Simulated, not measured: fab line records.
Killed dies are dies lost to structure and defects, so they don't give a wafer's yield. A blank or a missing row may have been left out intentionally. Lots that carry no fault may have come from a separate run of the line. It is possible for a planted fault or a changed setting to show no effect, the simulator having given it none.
One fault through the eyes of 2 desks + flow nand-harc + what lay behind the numbers comes last; until then each desk has only its own

AT THE TOOL OWNER'S DESK: arfi-scanner-02
The tool's own readings at NHARC_P_CONTACT_EXPOSE_09 (exposes mask P CA, target cd 90 nm): means of the sampled wafers that have a number, for each lot that ran on this tool. The brackets show how far a lot's mean lies from the usual mean; more than 4 standard deviations puts the lot out of limits, marked OUT.
Columns: A = exposure-dose-mJ-cm2 at NHARC_P_CONTACT_EXPOSE_09, usual 81.21; B = reticle-temp-C at NHARC_P_CONTACT_EXPOSE_09, usual 23.00 C
| lot  | first seen here | A               | B     |
|------|-----------------|-----------------|-------|
| L742 | day 6 02:23     | 81.23           | 22.98 |
| L753 | day 9 01:34     | 81.14           | 23.00 |
| L754 | day 9 06:14     | 82.83 (+20) OUT | 23.02 |
| L755 | day 9 06:35     | 82.57 (+17) OUT | 23.04 |
| L757 | day 9 19:20     | 82.21 (+12) OUT | 23.07 |
| L758 | day 10 05:58    | 82.06 (+11) OUT | 23.03 |
This desk finds L754, L755, L757, L758 out of limits, L754 being first, at day 9 06:14 (exposure-dose-mJ-cm2 at NHARC_P_CONTACT_EXPOSE_09). L742, L753 stayed within limits.

THE DEFECT DESK
For each lot, the counts of the inspections along the route, averaged over the sampled wafers that have a number. The brackets show how far a lot's mean lies from the usual mean; more than 4 standard deviations puts the lot out of limits, marked OUT.
Columns: A = raw-defect-count at NHARC_P_CONTACT_INSPECT_14, usual 4.0
| lot  | first seen here | A   |
|------|-----------------|-----|
| L740 | day 5 17:41     | 4.7 |
| L741 | day 6 01:45     | 2.7 |
| L742 | day 6 02:39     | 3.7 |
| L744 | day 6 15:04     | 7.0 |
| L743 | day 6 16:22     | 4.3 |
| L745 | day 7 01:50     | 7.0 |
| L746 | day 7 02:29     | 6.7 |
| L749 | day 8 03:00     | 2.7 |
| L753 | day 9 01:51     | 3.3 |
| L754 | day 9 06:30     | 5.3 |
| L755 | day 9 06:52     | 6.7 |
| L757 | day 9 19:36     | 2.0 |
| L758 | day 10 06:14    | 5.3 |
| L762 | day 11 03:58    | 2.0 |
This desk's finding: nothing out of limits on any of the 14 lots.

ALL TOGETHER
The tool owner's desk had the chance to raise an alarm at day 9 06:14 on L754, L755, L757, L758.
Nothing the defect desk looked at was out of limits.
The defect desk has L754, L755, L757, L758 on record, within its limits.
The lots listed all ran NHARC_P_CONTACT_EXPOSE_09 on arfi-scanner-02.

WHAT THE SIMULATOR HAD INSERTED
Process parameter drift: arfi-scanner-02, from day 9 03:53 on, at NHARC_P_CONTACT_EXPOSE_09. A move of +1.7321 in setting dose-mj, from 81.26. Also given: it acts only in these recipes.
Struck lots among those shown: L754, L755, L757, L758.
How many hours passed from the start of the fault until each desk's first out-of-limits reading: the tool owner's desk, 2.
